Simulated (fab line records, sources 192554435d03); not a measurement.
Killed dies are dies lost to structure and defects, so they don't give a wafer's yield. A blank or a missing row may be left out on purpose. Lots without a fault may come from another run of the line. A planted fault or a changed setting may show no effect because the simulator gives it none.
Chamber matching | flow n5_finfet | N5_BEOL_M5_ETCH_68 on rie_diel-06: 4 sister chambers
The step etches SOC in N2/H2, target depth 80 nm, overetch 16 nm, time 120 s. 14 wafers are shown with their chamber, then 7 later ones without.

WAFERS WITH THEIR CHAMBER
wafer  | chamber | showerhead_plenum_p_Torr (Torr) | drypump_motor_current_A (A) | throttle_valve_pct (%)
L078.3 | 0       | 2.62                            | 5.5                         | 18.44
L078.4 | 1       | 2.44                            | 5.9                         | 18.06
L078.5 | 1       | 2.44                            | 5.9                         | 18.05
L082.2 | 2       | 2.44                            | 5.4                         | 18.16
L082.3 | 0       | 2.62                            | 5.5                         | 18.46
L082.6 | 1       | 2.44                            | 5.9                         | 18.08
L087.3 | 2       | 2.44                            | 5.5                         | 18.17
L087.5 | 2       | 2.44                            | 5.5                         | 18.18
L087.6 | 3       | 2.41                            | 6.4                         | 17.61
L091.2 | 1       | 2.43                            | 5.9                         | 18.09
L091.3 | 2       | 2.44                            | 5.4                         | 18.19
L091.6 | 1       | 2.43                            | 5.9                         | 18.10
L094.1 | 3       | 2.41                            | 6.4                         | 17.62
L094.2 | 2       | 2.43                            | 5.4                         | 18.20

SIGNATURES (means of the wafers above)
reading                  | chamber 0 | chamber 1 | chamber 2 | chamber 3 | scatter within a chamber
showerhead_plenum_p_Torr | 2.6200    | 2.4360    | 2.4380    | 2.4100    | 0.00447
drypump_motor_current_A  | 5.500     | 5.900     | 5.440     | 6.400     | 0.0346
throttle_valve_pct       | 18.4500   | 18.0760   | 18.1800   | 17.6150   | 0.0172
Rule: a wafer's distance from a chamber is the root of the sum, over the readings, of the square of ((its reading less the chamber's mean) divided by the reading's scatter). The wafer belongs to the nearest chamber; if the next one is less than 2 further off, it can't be placed. The scatter: the root of (the sum of the squares of (reading less its chamber's mean) over the shown wafers, divided by (wafers less chambers)).

WAFERS WITHOUT THEIR CHAMBER
wafer  | showerhead_plenum_p_Torr (Torr) | drypump_motor_current_A (A) | throttle_valve_pct (%)
L094.4 | 2.43                            | 5.9                         | 18.12
L093.1 | 2.43                            | 5.9                         | 18.10
L093.3 | 2.41                            | 6.4                         | 17.64
L093.5 | 2.43                            | 5.5                         | 18.20
L097.4 | 2.41                            | 6.4                         | 17.64
L097.5 | 2.43                            | 5.9                         | 18.11
L097.6 | 2.43                            | 5.5                         | 18.22

WHICH CHAMBER EACH WENT THROUGH
wafer  | from the rows above | in truth
L094.4 | 1                   | 1
L093.1 | 1                   | 1
L093.3 | 3                   | 3
L093.5 | 2                   | 2
L097.4 | 3                   | 3
L097.5 | 1                   | 1
L097.6 | 2                   | 2
Placed correctly: 7 of 7. Can't be placed from these rows: 0. Placed wrongly: 0.
